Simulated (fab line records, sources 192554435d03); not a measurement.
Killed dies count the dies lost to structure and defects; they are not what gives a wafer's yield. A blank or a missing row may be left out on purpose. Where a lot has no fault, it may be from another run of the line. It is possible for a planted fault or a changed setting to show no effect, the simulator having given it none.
Split-lot study ; flow n5-finfet ; route with 1938 steps; 7 lots, 21 wafers read

SPLIT DETAILS
At N5_BEOL_M4_TRENCH_ETCH_37 (etches SiOC in C4F6/O2, target depth 55.555 nm, time 29.2 s), the setting source-w was moved away from the recipe's 355 W on 10 of the 21 wafers read, by -17.8% to +16.6%. This setting was run at the recipe's value on the other wafers.

Reading taken at the split's own step.

THE READING
rf-vpp-V, in V, at N5_BEOL_M4_TRENCH_ETCH_37 (etches SiOC in C4F6/O2, target depth 55.555 nm, time 29.2 s). Fault-free wafers of this fab line usually give 660 V, standard deviation 11 V.

wafer;tool, chamber at the split;source-w as run, W;against the recipe;rf-vpp-V, V;against lot-mates on the recipe
L074.1;rie-diel-06, 1;291.7;-17.8%;743;+70
L074.2;rie-diel-06, 0;291.7;-17.8%;744;+71
L074.5;rie-diel-06, 0;355;recipe;673;-
L076.1;rie-diel-04, 0;355;recipe;660;-
L076.4;rie-diel-04, 2;355;recipe;650;-
L076.5;rie-diel-04, 1;355;recipe;651;-
L079.2;rie-diel-03, 2;317.1;-10.7%;721;+42
L079.3;rie-diel-03, 0;317.1;-10.7%;699;+20
L079.5;rie-diel-03, 2;355;recipe;679;-
L086.2;rie-diel-06, 2;309.9;-12.7%;699;+42
L086.3;rie-diel-06, 0;309.9;-12.7%;720;+63
L086.5;rie-diel-06, 3;355;recipe;657;-
L087.1;rie-diel-04, 0;389.5;+9.7%;629;-21
L087.2;rie-diel-04, 2;389.5;+9.7%;620;-30
L087.6;rie-diel-04, 1;355;recipe;650;-
L090.3;rie-diel-04, 1;355;recipe;651;-
L090.5;rie-diel-04, 0;355;recipe;658;-
L090.6;rie-diel-04, 3;355;recipe;656;-
L094.1;rie-diel-04, 0;414;+16.6%;609;-46
L094.3;rie-diel-04, 2;414;+16.6%;601;-54
L094.6;rie-diel-04, 3;355;recipe;655;-

FIT RESULTS
A straight line over all 21 wafers: rf-vpp-V changes by -4.02 V for each +1% of source-w; r = -0.97; the points scatter about the line by 10 V.
The same after taking each lot's own level away (the mean of its wafers on the recipe; 21 wafers): -3.42 V for each +1%; r = -0.98; scatter 7.6 V.
On that fit, the largest move of source-w shifts the reading by 61 V.
Measured against the standard deviation above, the lots' own levels, which go from 650.0 to 679.0 V, span 2.6 times it.
So the slope is not independent of the lot-to-lot level: the two fits are not the same.
Check: for one of the wafers moved furthest among these (-17.8%), held out of the fit, the line's prediction against its lot-mates is +62.1 V. It came out at +70 V against them.
Tool readings at the split's step, against how far the setting was moved: rf-vpp-V r = -0.97.

OTHER SPLITS APPLIED TO THESE WAFERS
Before the reading, these wafers also passed through other splits. Each is held against what the fit with the lots' levels taken away leaves over:
other split on the same wafers;wafers away from the commonest value;r with rf-vpp-V (lot level and that fit taken away)
N5_BEOL_M0_SAQP_CUT_ETCH_46 time-s;8;+0.17
N5_BEOL_M1_ETCH_64 time-s;8;-0.08
N5_BEOL_M1_COAT_68 spin-rpm;3;+0.12
N5_BEOL_M2_HM_DEP_02 target-thk-a;5;+0.11
N5_BEOL_M2_EXPOSE_25 dose-mj;5;-0.44
N5_BEOL_M2_ALD_98 ald-cycles;3;+0.37
N5_BEOL_M3_DESCUM_33 time-s;5;-0.27
N5_BEOL_M4_DESCUM_33 time-s;7;-0.18

THE FILE'S OWN FIT
rf-vpp-V changes by -3.45 V for each +1% of source-w, r = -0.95.
